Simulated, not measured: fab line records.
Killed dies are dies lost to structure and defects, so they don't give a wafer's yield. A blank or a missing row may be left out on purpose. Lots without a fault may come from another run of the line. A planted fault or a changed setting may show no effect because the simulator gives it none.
Chamber matching | flow n5-finfet | N5_PMOS_HMC_CHANNEL_EPI_HM_DEP_34 on pecvd-04: 3 sister chambers
The step deposits SiO2 from TEOS/O2, target thk 36 nm, time 6.9 s. 3 wafers are shown with their chamber, then 11 later ones without.

EACH WAFER AND ITS CHAMBER
wafer  | chamber | showerhead-plenum-p-Torr (Torr)
L092.1 | 0       | 8.26
L092.3 | 1       | 8.31
L094.2 | 2       | 8.35

WAFERS WITHOUT THEIR CHAMBER
wafer  | showerhead-plenum-p-Torr (Torr)
L094.3 | 8.32
L094.4 | 8.28
L095.3 | 8.24
L095.4 | 8.24
L095.5 | 8.30
L096.2 | 8.25
L096.3 | 8.30
L096.5 | 8.24
L097.2 | 8.25
L097.4 | 8.35
L097.6 | 8.26

WHICH CHAMBER EACH ONE RAN IN
wafer  | from the rows above     | in truth
L094.3 | can't be placed: 1 or 2 | 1
L094.4 | can't be placed: 0 or 1 | 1
L095.3 | 0                       | 0
L095.4 | 0                       | 0
L095.5 | 1                       | 1
L096.2 | 0                       | 0
L096.3 | 1                       | 1
L096.5 | 0                       | 0
L097.2 | 0                       | 0
L097.4 | 2                       | 2
L097.6 | 0                       | 0
9 of 11 placed correctly. From these rows, 2 cannot be placed; in 2 the true chamber is one of the candidates. Wrongly placed: 0.
How it was worked out, from the rows above alone: a wafer's distance from a chamber is the root of the sum, over the readings, of the square of ((its reading less the chamber's mean) divided by the reading's scatter). If the next closest chamber is less than 2 further off than the closest, the wafer can't be placed; otherwise it belongs to the closest. Each chamber's mean is taken over the wafers shown for it. The scatter (one wafer shown for each chamber): square how far every hidden wafer sits from the nearest shown wafer, average those squares and take the square root.
